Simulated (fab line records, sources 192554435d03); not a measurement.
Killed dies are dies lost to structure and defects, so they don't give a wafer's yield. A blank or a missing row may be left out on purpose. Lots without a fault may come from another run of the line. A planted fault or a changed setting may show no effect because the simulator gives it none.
One fault seen from 2 desks | flow n5_finfet | each desk has only its own numbers; what lay behind them comes last

THE METROLOGY DESK
What the gauges read, lot by lot, whatever tool the lot ran on: means of the sampled wafers that have a number. A lot is out of limits, marked OUT, if its mean lies more than 4 standard deviations from the usual mean; the brackets give that distance.
Columns: A = HK_THK at N5_HKMG_FIN_THK_MEAS_70, usual 1.570 nm
lot  | first seen here | A
L608 | day 4 15:02     | 1.572
L609 | day 4 16:45     | 1.564
L610 | day 5 01:09     | 1.570
L611 | day 5 04:18     | 1.549
L613 | day 5 16:59     | 1.570
L619 | day 7 05:40     | 1.825 (+15) OUT
L622 | day 7 20:44     | 1.662 (+5.4) OUT
L624 | day 8 07:41     | 1.544
L625 | day 8 17:43     | 1.573
L626 | day 8 20:29     | 1.569
This desk's finding: out of limits on L619, L622; first on L619, day 7 05:40 (HK_THK at N5_HKMG_FIN_THK_MEAS_70). In limits: L608, L609, L610, L611, L613, L624, L625, L626.

THE TOOL OWNER'S DESK: ald_hk-02
The tool's own readings at N5_HKMG_FIN_HK_ALD_01 (deposits HfO2, target thk 1.6 nm, pulse time 3 s, purge time 3 s): means of the sampled wafers that have a number, for each lot that ran on this tool. A lot is out of limits, marked OUT, if its mean lies more than 4 standard deviations from the usual mean; the brackets give that distance.
Columns: A = precursor_pulse_height_rel at N5_HKMG_FIN_HK_ALD_01, usual 0.996
lot  | first seen here | A
L609 | day 4 13:15     | 0.999
L611 | day 5 00:34     | 0.982
L613 | day 5 13:26     | 0.988
L619 | day 7 02:12     | 0.999
L622 | day 7 17:18     | 0.988
This desk's finding: nothing out of limits on any of the 5 lots.

PUT TOGETHER
The metrology desk could have raised an alarm at day 7 05:40, on L619, L622.
The tool owner's desk saw nothing out of limits.
The tool owner's desk has L619, L622 on record, within its limits.
Of the lots named, all ran N5_HKMG_FIN_HK_ALD_01 on ald_hk-02.

WHAT THE SIMULATOR HAD PUT IN
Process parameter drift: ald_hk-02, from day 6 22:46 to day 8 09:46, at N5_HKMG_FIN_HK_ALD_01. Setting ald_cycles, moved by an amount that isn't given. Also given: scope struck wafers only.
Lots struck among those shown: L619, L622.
Hours from the fault's start to each desk's first reading out of limits: the metrology desk, 7.
